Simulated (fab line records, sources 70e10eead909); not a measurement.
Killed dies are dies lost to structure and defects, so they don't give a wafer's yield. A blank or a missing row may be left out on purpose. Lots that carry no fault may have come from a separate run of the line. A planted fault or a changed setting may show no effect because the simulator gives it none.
A struck lot beside a sound one / flow nand-harc / 20 out of 1302 route steps
Sound: the wafers L129.1, L129.2, L129.3. Struck: wafers L147.1, L147.2, L147.5. The cause comes at the end.
At each step with rows: each side's tool, then ch and its chambers, then its first start. Under that, the readings that differ: sound wafers / struck wafers / difference of the means / sigmas: that difference in standard deviations of wafers without a fault.
alike: readings with means less than 2 such deviations apart, plus words and numbers identical on both sides. not compared: withheld readings, readings lacking a value on some wafer, bounds such as >300 that could conceal the same value, and numbers that have no deviation in the record and whose values overlap.
Wherever a step has rows on one side only, a row that says differs or no value, or a row with sigmas, the two part there. Non-overlapping numbers with no deviation appear without sigmas and do not part them. Lack of a reading on every wafer of one side parts them only where that side has two or more wafers.

NHARC_P_GATE_CD_MEAS_59 targets a cd of 720 nm.
  sound on cd-sem-03 ch 0, day 6 20:29; struck on cd-sem-03 ch 0, day 14 06:48
  alike: cd-nm
then, 1 step without rows for these wafers: NHARC_P_GATE_HARDBAKE_60 (time 80 s).
NHARC_P_GATE_DESCUM_61: chemistry O2, time 3 s.
  sound on rie-diel-06 ch 0,2,3, day 6 20:39; struck on rie-diel-05 ch 1,3, day 14 06:58
reading=rf-vpp-V (V); sound=57.7 56.4 56.5; struck=59.8 57.9 59.4; difference=+2.2; sigmas=+2
  alike: drypump-motor-current-A, oes-product-au, showerhead-plenum-p-Torr, throttle-valve-pct
  not compared: rf-hours-counter-h
then, 1 step without rows for these wafers: NHARC_P_GATE_IMPLANT_62.
NHARC_P_GATE_STRIP_112: strips in N2/H2, time 200 s.
  sound on plasma-asher-02 ch 0,1, day 6 21:01; struck on plasma-asher-01 ch 0,1, day 14 07:19
  alike: drypump-motor-current-A, heater-power-w, temp-c
  not compared: rf-hours-counter-h
NHARC_P_GATE_STRIP_76: strips in O2.
  sound on plasma-asher-02 ch 0,1, day 6 21:16; struck on plasma-asher-01 ch 0,1, day 14 07:35
reading=drypump-motor-current-A (A); sound=5.46 5.83 5.47; struck=5.96 6.09 6.12; difference=+0.47; sigmas=+2
  alike: heater-power-w, temp-c
  not compared: rf-hours-counter-h
then, 6 steps without rows for these wafers: NHARC_P_GATE_STRIP_63 (strips in SPM, time 900 s); NHARC_P_GATE_DEHYDRATE_83 (time 120 s); NHARC_P_GATE_HMDS_84 (time 30 s); NHARC_P_GATE_COAT_85; NHARC_P_GATE_SOFTBAKE_86 (time 95 s); NHARC_P_GATE_EBR_87.
NHARC_P_GATE_EXPOSE_88: exposes mask P HVN, target cd 2000 nm.
  sound on krf-scanner-04 ch 0, day 6 21:55; struck on krf-scanner-04 ch 0, day 14 08:14
reading=exposure-dose-mJ-cm2; sound=11.854 11.858 11.837; struck=15.788 15.774 15.781; difference=+3.931; sigmas=+99 or more
  alike: mask
then, 2 steps without rows for these wafers: NHARC_P_GATE_PEB_89 (peb time 85 s); NHARC_P_GATE_DEVELOP_90 (time 70 s).
NHARC_P_GATE_CD_MEAS_91 targets a cd of 2000 nm.
  sound on cd-sem-01 ch 0, day 6 22:04; struck on cd-sem-01 ch 0, day 14 08:23
reading=cd-nm (nm); sound=1999.6 2002.1 2002.3; struck=2047.0 2045.0 2044.3; difference=+44.1; sigmas=+18
then, 1 step without rows for these wafers: NHARC_P_GATE_HARDBAKE_92 (time 80 s).
NHARC_P_GATE_DESCUM_93: chemistry O2, time 3 s.
  sound on rie-diel-05 ch 0,2,3, day 6 22:14; struck on rie-diel-12 ch 0,1,2, day 14 08:33
reading=model.P_GATE.cd-nm (nm); sound=1999 2002 2002; struck=2047 2046 2045; difference=+45; sigmas=
  alike: drypump-motor-current-A, oes-product-au, rf-vpp-V, showerhead-plenum-p-Torr, throttle-valve-pct
  not compared: rf-hours-counter-h
then, 1 step without rows for these wafers: NHARC_P_GATE_IMPLANT_94.
-- break in the record here, with 19 days between the starts of the struck wafers on either side (left off in module P_GATE, picked up again in module END, where the first step shown is number 1302 on the route) --
NHARC_END_SORT_01:
  at this point the record logs the struck wafers (prober-01 ch 0, day 33 14:13) and has no rows for the sound ones

WHERE THEY PART
Last at NHARC_END_SORT_01 as far as this record goes, first at NHARC_P_GATE_DESCUM_61.

WHY: the cause the simulator had injected
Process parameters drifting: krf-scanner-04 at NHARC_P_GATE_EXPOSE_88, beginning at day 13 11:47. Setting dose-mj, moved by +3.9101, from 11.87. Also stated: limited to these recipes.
